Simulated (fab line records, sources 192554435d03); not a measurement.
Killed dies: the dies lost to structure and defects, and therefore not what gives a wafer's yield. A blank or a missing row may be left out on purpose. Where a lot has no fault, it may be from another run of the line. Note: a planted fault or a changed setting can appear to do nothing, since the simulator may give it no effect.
fab line records    flow n5Finfet
record: lots: 9  wafers: 26  lastDay: 18
route steps=1938 shown BEOL_M3@982 BEOL_M4@1111 PASSIVATION@1936
lots that met no fault: taken from a fault-free run of the same line
startH: the number of hours between the record's first day and the start of the first shown wafer of the lot    waitH: hours elapsed since this lot's preceding step    " repeats the value in the row above    L1.1+2: a single row standing in for several wafers    - value missing, or start not given    * or withheld: withheld    < > ~ a bound
route shown NAME@n: names a module that has steps shown in the file, with the first one's number in the route    usual: mean and standard deviation over wafers with no fault    same: alike in all rows    chamber/n: place in a boat    sites: per-site readings    _std_site: standard deviation across them    _edge_site: inner sites' mean taken away from outer sites' mean    radiusMm: how far each site lies from the wafer's centre    mask NAME#n: copy n    behind: the tool/chamber that last shaped the wafer    hold: what put the lot on hold/how long, in hours/how the hold closed    device: names the non-switching transistor (n, p or np)    end of line: the route-end tests of the same wafers    a step without rows: its recipe alone    killed: not the wafer's yield, but the dies lost to structure and defects at the first sort    map: a wafer's dies, x killed, . not, _ none there
set.NAME: the setting as run; set.NAME@STEP: as run at that earlier step    model.NAME: the simulator's own value behind a step, which no gauge read
route steps across a sampled set of lots; one table per step, one row per wafer
services: from which hour (startH, from the record's first day; less than 0 if before it) a tool's chamber was out of use, for how many hours, and why
== steps ==
step: N5_BEOL_M3_STRIP_97
recipe: chemistry: N2/H2  timeS: 10  powerW: 450  tempC: 40  pressureMtorr: 20  rfFrequencyHz: 6e+07  biasPowerW: 7  n2FlowSccm: 200  h2FlowSccm: 200
usual: drypumpMotorCurrentA: 5.9/0.32  n2FlowSccm: 200.0/0.64  oesProductAu: 0.79/0.082  rfVppV: 59.3/0.92  showerheadPlenumPTorr: 2.56/0.045  throttleValvePct: 23.7/0.3
lot.wafer  tool        chamber  startH  waitH  drypumpMotorCurrentA  n2FlowSccm  oesProductAu  rfHoursCounterH  rfVppV  showerheadPlenumPTorr  throttleValvePct
L924.3     rieDiel-05  0        -       -      6.1                   200.5       0.88          40               59.5    2.59                   23.8
L924.4     "           2        "       "      5.5                   199.8       0.82          61               59.4    2.58                   23.6
L924.6     "           3        "       "      6.0                   200.1       0.71          -                59.4    2.63                   23.7
L925.4     rieDiel-05  0        -       -      6.1                   200.1       0.88          40               58.3    2.59                   23.8
L925.5     "           1        "       "      5.9                   199.8       0.88          -                60.4    2.58                   23.1
L925.6     "           2        "       "      5.5                   199.7       0.82          -                59.1    2.58                   23.6
L926.2     rieDiel-05  1        -       -      5.9                   199.7       0.87          39               59.3    2.58                   23.1
L926.3     "           0        "       "      6.0                   200.7       0.87          43               59.5    2.59                   23.8
L926.6     "           0        "       "      6.1                   200.4       0.87          -                58.4    2.58                   23.8
L930.3     rieDiel-02  0        -       -      5.5                   199.1       0.80          87               58.5    2.57                   23.6
L930.4     "           1        "       "      6.4                   199.6       0.73          182              61.4    2.53                   24.1
L930.5     "           1        "       "      6.4                   199.6       0.73          -                58.9    2.53                   24.1
L939.1     rieDiel-02  2        -       -      6.3                   200.7       0.91          28               58.3    2.58                   23.5
L939.2     "           1        "       "      6.4                   200.0       0.72          195              59.9    2.52                   24.2
L939.3     "           3        "       "      5.7                   199.8       0.73          167              60.0    2.53                   23.5
L938.3     rieDiel-02  0        -       -      5.4                   198.1       0.79          101              59.1    2.56                   23.7
L938.5     "           0        "       "      5.4                   198.9       0.79          -                59.7    2.56                   23.7
L942.2     rieDiel-02  0        -       -      5.4                   200.0       0.77          112              58.8    2.56                   23.7
L942.4     "           2        "       "      6.3                   200.4       0.89          40               59.6    2.58                   23.5
L942.6     "           3        "       "      5.7                   200.6       0.71          -                58.4    2.53                   23.5
L943.1     rieDiel-05  2        -       -      5.5                   199.9       0.80          93               58.9    2.57                   23.6
L943.2     "           1        "       "      5.9                   199.8       0.84          67               59.2    2.56                   23.1
L943.4     "           2        "       "      5.5                   200.4       0.79          -                57.2    2.57                   23.6
L944.2     rieDiel-05  0        -       -      6.1                   199.6       0.83          77               58.1    2.57                   23.8
L944.4     "           0        "       "      6.1                   198.9       0.83          -                58.9    2.57                   23.8
L944.5     "           2        "       "      5.5                   199.0       0.79          -                58.9    2.57                   23.6
step: N5_BEOL_M3_SPUTTER_48
recipe: material: Cu  targetThkA: 45  tempC: -20  chamberPressurePa: 0.07  powerW: withheld  timeS: 8.29
usual: chuckSensorTempC: -15.8/0.54  susceptorTempC: -20.00/0.1  throttleValvePct: 30.3/1.2
lot.wafer  tool           chamber  startH  waitH  chuckSensorTempC  susceptorTempC  throttleValvePct
L924.3     pvdSputter-02  -        172.88  0.1    -15.6             -20.07          30.4
L924.4     "              -        "       "      -16.1             -20.03          28.1
L924.6     "              -        "       "      -15.6             -20.05          30.6
L925.4     pvdSputter-02  -        175.78  0.1    -15.6             -20.11          30.6
L925.5     "              -        "       "      -16.1             -19.90          27.9
L925.6     "              -        "       "      -16.1             -20.09          32.7
L926.2     pvdSputter-01  -        188.76  0.1    -15.9             -20.09          29.9
L926.3     "              -        "       "      -16.9             -20.00          29.8
L926.6     "              -        "       "      -17.2             -20.07          29.6
L930.3     pvdSputter-03  -        203.97  0.2    -15.4             -19.97          30.6
L930.4     "              -        "       "      -14.9             -19.85          31.0
L930.5     "              -        "       "      -16.4             -19.98          29.9
L939.1     pvdSputter-03  -        250.45  0.3    -15.5             -20.05          30.3
L939.2     "              -        "       "      -14.8             -20.14          31.2
L939.3     "              -        "       "      -15.8             -20.11          29.0
L938.3     pvdSputter-02  -        251.96  0.1    -16.1             -19.97          30.1
L938.5     "              -        "       "      -15.8             -20.09          30.7
L942.2     pvdSputter-03  -        286.21  0.2    -16.3             -19.84          30.1
L942.4     "              -        "       "      -15.8             -19.79          29.0
L942.6     "              -        "       "      -15.6             -20.03          30.4
L943.1     pvdSputter-01  -        286.38  0.2    -15.7             -19.87          30.9
L943.2     "              -        "       "      -15.3             -19.86          30.7
L943.4     "              -        "       "      -15.9             -20.06          29.7
L944.2     pvdSputter-01  -        293.82  0.1    -15.6             -19.74          29.8
L944.4     "              -        "       "      -15.4             -20.28          30.9
L944.5     "              -        "       "      -15.7             -19.90          29.5
step: N5_BEOL_M3_ANNEAL_82
recipe: tempC: 400  timeS: 240  ambient: vacuum
usual: heaterPowerW: 837/93  susceptorTempC: 400.05/0.21
lot.wafer  tool           chamber  startH  waitH  heaterPowerW  susceptorTempC
L924.3     pvdSputter-02  -        173.40  0.0    1002          399.83
L924.4     "              -        "       "      868           400.07
L924.6     "              -        "       "      981           400.11
L925.4     pvdSputter-02  -        176.30  0.0    967           399.98
L925.5     "              -        "       "      893           399.77
L925.6     "              -        "       "      992           400.12
L926.2     pvdSputter-01  -        189.28  0.0    799           399.99
L926.3     "              -        "       "      688           400.53
L926.6     "              -        "       "      705           400.29
L930.3     pvdSputter-03  -        204.49  0.0    782           400.17
L930.4     "              -        "       "      697           399.64
L930.5     "              -        "       "      793           400.10
L939.1     pvdSputter-03  -        250.97  0.0    789           399.62
L939.2     "              -        "       "      728           400.05
L939.3     "              -        "       "      875           399.77
L938.3     pvdSputter-02  -        252.48  0.0    815           400.38
L938.5     "              -        "       "      988           400.26
L942.2     pvdSputter-03  -        286.73  0.0    804           399.57
L942.4     "              -        "       "      851           399.46
L942.6     "              -        "       "      764           399.62
L943.1     pvdSputter-01  -        286.90  0.0    883           400.19
L943.2     "              -        "       "      858           400.01
L943.4     "              -        "       "      810           399.71
L944.2     pvdSputter-01  -        294.34  0.0    794           399.82
L944.4     "              -        "       "      883           400.37
L944.5     "              -        "       "      820           400.07
step: N5_BEOL_M3_CMP_52
recipe: stopOn: SiOC  tOverpolishS: 6.8  downForcePsi: 1  platenRpm: 50  clearingPlatenDownForcePsi: 1.5  clearingPlatenRpm: 50  postCmpClean: cuAlkaline  targetThkNm: 40  clearingPlatenPadVelocityMS: 0.99484  padVelocityMS: 0.99484
usual: barrierFieldEndpointS: 24.6/0.57  motorCurrentA: 5.9/0.42  overpolishRunS: 6.800/0.0093  platenRpm: 50.01/0.033  timeToEndpointS: 61.8/2.6
lot.wafer  tool    chamber  startH  waitH  barrierFieldEndpointS  motorCurrentA  overpolishRunS  platenRpm  timeToEndpointS
L924.3     cmp-03  3        175.20  0.2    25.2                   5.9            6.815           50.08      63.4
L924.4     "       0        "       "      25.8                   5.3            6.794           49.98      62.7
L924.6     "       2        "       "      24.8                   5.6            6.799           50.02      58.4
L925.4     cmp-02  0        178.11  0.2    24.4                   6.7            6.816           50.03      58.9
L925.5     "       2        "       "      24.5                   5.8            6.788           49.99      59.4
L925.6     "       3        "       "      24.4                   6.1            6.805           50.00      59.5
L926.3     cmp-02  1        191.05  0.2    24.2                   5.4            6.803           49.99      60.4
L926.2     "       3        "       "      24.1                   5.9            6.783           49.98      60.8
L926.6     "       0        "       "      24.5                   6.6            6.816           50.03      59.9
L930.4     cmp-01  1        206.32  0.2    24.4                   6.2            6.800           50.00      61.2
L930.3     "       2        "       "      24.5                   6.2            6.804           50.00      63.3
L930.5     "       0        "       "      24.4                   6.4            6.791           50.08      62.6
L939.3     cmp-03  0        252.72  0.2    24.1                   5.2            6.815           49.96      64.3
L939.1     "       1        "       "      24.8                   6.3            6.802           49.98      64.4
L939.2     "       3        "       "      24.9                   6.0            6.786           50.00      64.3
L938.3     cmp-02  1        254.32  0.3    25.2                   5.7            6.818           50.01      63.1
L938.5     "       3        "       "      13.8                   5.8            6.821           50.00      31.1
L942.2     cmp-03  0        288.50  0.2    25.4                   5.5            6.793           50.03      64.3
L942.4     "       1        "       "      25.6                   5.8            6.804           49.97      66.3
L942.6     "       0        "       "      25.7                   5.1            6.800           50.06      65.3
L943.1     cmp-01  2        288.64  0.3    24.8                   6.4            6.808           50.03      67.6
L943.4     "       3        "       "      25.0                   5.1            6.801           50.03      63.0
L943.2     "       0        "       "      25.3                   6.4            6.799           50.02      61.7
L944.4     cmp-03  2        296.14  0.2    24.4                   5.6            6.790           50.01      61.3
L944.2     "       3        "       "      25.2                   5.8            6.796           50.00      62.6
L944.5     "       0        "       "      25.2                   5.2            6.788           50.01      60.2
step: N5_BEOL_M4_RC_MEAS_101
usual: DIBL_N: 36.4/1.4  DIBL_P: 36.3/1.8  IOFF_N: 0.163/0.024  IOFF_P: 0.21/0.034  ION_N: 673/11  ION_P: 461/7.4  SS_N: 71.6/0.52  SS_P: 73.3/0.58  VT_N: 249.4/2.5  VT_P: -250/3.5
lot.wafer  tool       chamber  startH  waitH  DIBL_N[mV/V]  DIBL_P[mV/V]  IOFF_N[nA/um]  IOFF_P[nA/um]  ION_N[uA/um]  ION_P[uA/um]  SS_N[mV/dec]  SS_P[mV/dec]  VT_N[mV]  VT_P[mV]
L924.3     prober-02  0        186.20  0.3    36.8          37.2          0.173          0.19           674           449           71.8          73.8          246.7     -254
L924.4     "          0        "       "      36.2          36.3          0.167          0.19           685           455           71.4          72.5          246.7     -254
L924.6     "          0        "       "      35.0          35.3          0.147          0.17           668           453           71.9          72.8          251.3     -254
L925.4     prober-02  0        192.36  0.5    34.6          33.8          0.118          0.20           651           458           70.6          72.5          254.1     -248
L925.5     "          0        "       "      36.9          36.4          0.154          0.25           661           462           72.2          72.9          247.8     -247
L925.6     "          0        "       "      37.7          38.1          0.176          0.27           682           477           72.1          74.1          249.6     -243
L926.2     prober-01  0        201.78  0.2    37.5          38.4          0.198          0.24           678           458           72.5          74.3          247.3     -249
L926.3     "          0        "       "      39.0          39.6          0.209          0.26           679           460           72.6          74.2          246.0     -252
L926.6     "          0        "       "      37.6          38.6          0.190          0.24           682           469           71.7          73.8          248.4     -249
L930.3     prober-01  0        225.25  0.3    36.0          35.9          0.159          0.20           652           450           72.2          73.1          250.4     -250
L930.4     "          0        "       "      34.4          34.8          0.137          0.18           651           451           70.9          72.5          252.9     -254
L930.5     "          0        "       "      35.0          34.5          0.145          0.18           659           446           71.7          73.3          254.1     -253
L939.1     prober-01  0        262.24  0.0    35.6          34.6          0.142          0.17           658           449           71.2          72.6          251.1     -254
L939.2     "          0        "       "      35.3          34.4          0.139          0.17           671           454           71.2          72.4          253.0     -258
L939.3     "          0        "       "      37.2          37.2          0.175          0.21           675           463           71.5          73.6          246.6     -252
L938.3     prober-01  0        266.91  0.3    35.8          36.6          0.169          0.20           693           466           70.8          72.5          246.7     -248
L938.5     "          0        "       "      35.2          36.2          0.153          0.19           682           468           70.8          72.1          249.0     -251
L943.1     prober-02  0        300.13  0.0    35.3          31.4          0.130          0.15           674           453           71.3          72.9          250.6     -258
L943.2     "          0        "       "      34.5          30.9          0.117          0.14           669           450           70.8          72.6          251.5     -257
L943.4     "          0        "       "      35.9          32.4          0.137          0.16           660           446           70.6          72.0          250.8     -255
L942.2     prober-02  0        303.23  0.2    35.1          34.8          0.137          0.19           665           460           70.9          73.0          250.8     -250
L942.4     "          0        "       "      36.0          35.2          0.146          0.20           666           455           71.1          72.9          251.1     -250
L942.6     "          0        "       "      35.1          35.0          0.142          0.20           662           456           70.9          72.6          248.0     -248
L944.2     prober-01  0        306.09  0.2    37.4          35.5          0.158          0.23           674           466           71.0          73.2          249.3     -247
L944.4     "          0        "       "      40.3          38.7          0.217          0.30           691           465           72.4          73.9          245.3     -242
L944.5     "          0        "       "      36.6          33.9          0.146          0.22           656           458           71.6          72.1          254.2     -247
step: N5_PASSIVATION_PROBE_49
usual: defectLimitedYield: 91.4/1.6  killed_at_M0_to_M3: 34/12  killed_at_M4_up: 13/5.2  killedAtContacts: 11/5.5  killedAtFrontEnd: 40/13  killedAtOther: 3.4/2.7  killedDies: 102/19  killedOnRim: 13/4.3  killedOpen: 66/15  killedShort: 33/7.9  sort_bin_5_function: 5.1/1.1  sort_bin_6_memory: 3.2/0.7  sortNPass: 1078/19  sortYieldPct: 91.4/1.6
same: grossDies: 1180  killedAtBackSide: 0  sort_bin_4_leakage[%]: 0  sort_bin_8_speed[%]: 0
lot.wafer  tool       chamber  startH  waitH  defectLimitedYield[%]  killed_at_M0_to_M3  killed_at_M4_up  killedAtContacts  killedAtFrontEnd  killedAtOther  killedDies  killedOnRim  killedOpen  killedShort  sort_bin_5_function[%]  sort_bin_6_memory[%]  sortNPass  sortYieldPct[%]
L938.3     prober-01  -        370.75  0.1    88.8                   33                  12               7                 78                2              132         17           77          54           6.6                     3.9                   1048       88.8
killed by level:class
L938.3 FIN_SAQP:geometricParticle:short=23 STI_FIN_REVEAL:geometricParticle:open=18 FIN_SAQP:geometricParticle:open=12 BEOL_M0_SAQP:geometricParticle:open=8 BEOL_M3:geometricParticle:open=8 MOL_CONTACT_COAG:geometricParticle:open=6 STI_FIN_REVEAL:geometricParticle:short=5 BEOL_M0:geometricParticle:open=5
== services ==
tool        chamber  startH  hours  kind
cmp-02      -        150.80  4.0    pm
cmp-02      -        154.80  -      consumableReplace:conditioner
cmp-02      -        154.80  -      consumableReplace:pad
cmp-03      -        155.77  4.0    pm
rieDiel-02  3        191.01  10.1   repair
rieDiel-05  1        210.89  6.7    repair
cmp-02      -        215.18  2.3    repair
cmp-03      -        220.46  0.3    repair
cmp-03      -        226.68  4.0    pm
cmp-01      -        230.12  0.3    repair
cmp-03      -        230.68  -      consumableReplace:conditioner
cmp-03      -        230.68  -      consumableReplace:pad
cmp-03      -        240.87  2.0    repair
rieDiel-02  -        275.29  0.6    repair
cmp-01      -        277.20  1.9    repair
rieDiel-05  3        281.88  -      clean
rieDiel-05  3        281.88  -      consumableReplace:focusRing
rieDiel-05  3        281.88  15.8   scheduledDown
rieDiel-05  3        281.88  15.8   ventCycle
cmp-02      -        288.98  0.9    repair
cmp-01      -        292.69  1.4    repair
== key ==
firstSign: step: N5_BEOL_M3_CMP_52  reading: barrierFieldEndpointS  direction: down  sigmas: 19  usual: 24.6  struck: 13.8
effect: step: N5_BEOL_M3_CMP_52  reading: timeToEndpointS  direction: down  sigmas: 12  usual: *  struck: *
metAt N5_BEOL_M3_CMP_52
struckLots L938
struckWafers L938.5
notActingAt N5_BEOL_M3_STRIP_97,N5_BEOL_M3_SPUTTER_48,N5_BEOL_M3_ANNEAL_82
onsetBetween 191.05 254.32
fault: kind: processParameterDrift  tool: cmp-02  chamber: -  onsetH: 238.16  steps: N5_BEOL_M3_CMP_52  channel: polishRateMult  offset: 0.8  shape: step  endH: 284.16  scope: struckWafersOnly
